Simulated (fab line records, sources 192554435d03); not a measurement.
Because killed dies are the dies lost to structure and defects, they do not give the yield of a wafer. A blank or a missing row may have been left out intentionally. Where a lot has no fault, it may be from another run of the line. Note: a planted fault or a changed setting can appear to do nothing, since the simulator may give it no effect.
Chamber matching ; flow n5Finfet ; N5_DUMMY_GATE_ALD_02 on aldSin-01 has 4 sister chambers
The step deposits SiO2, target thk 2 nm, pulse time 1 s. 4 wafers are shown with their chamber, then 7 later ones without.

## WAFERS, EACH WITH ITS CHAMBER
wafer;chamber;heaterPowerW (W)
L079.2;2;426
L083.5;0;619
L084.2;1;463
L084.3;3;478

## WAFERS MISSING THEIR CHAMBER
wafer;heaterPowerW (W)
L084.4;604
L087.1;426
L087.2;469
L087.4;469
L096.2;465
L096.4;620
L096.6;477

## THE CHAMBER EACH PASSED THROUGH
wafer;from the rows above;in truth
L084.4;0;0
L087.1;2;2
L087.2;can't be placed: 1 or 3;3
L087.4;can't be placed: 1 or 3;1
L096.2;can't be placed: 1 or 3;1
L096.4;0;0
L096.6;can't be placed: 3 or 1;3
3 of 7 placed correctly. Cannot be placed on the basis of these rows: 4; the candidates contain the true chamber in 4. Wrongly placed: 0.
How it was worked out, from the rows above alone: a wafer's distance from a chamber is the root of the sum, over the readings, of the square of ((its reading less the chamber's mean) divided by the reading's scatter). The wafer belongs to the nearest chamber; if the next one is less than 2 further off, it can't be placed. Each chamber's mean is taken over the wafers shown for it. The scatter: with one shown wafer a chamber, the root of the mean of the squares of how far each hidden wafer lies from its nearest shown one.
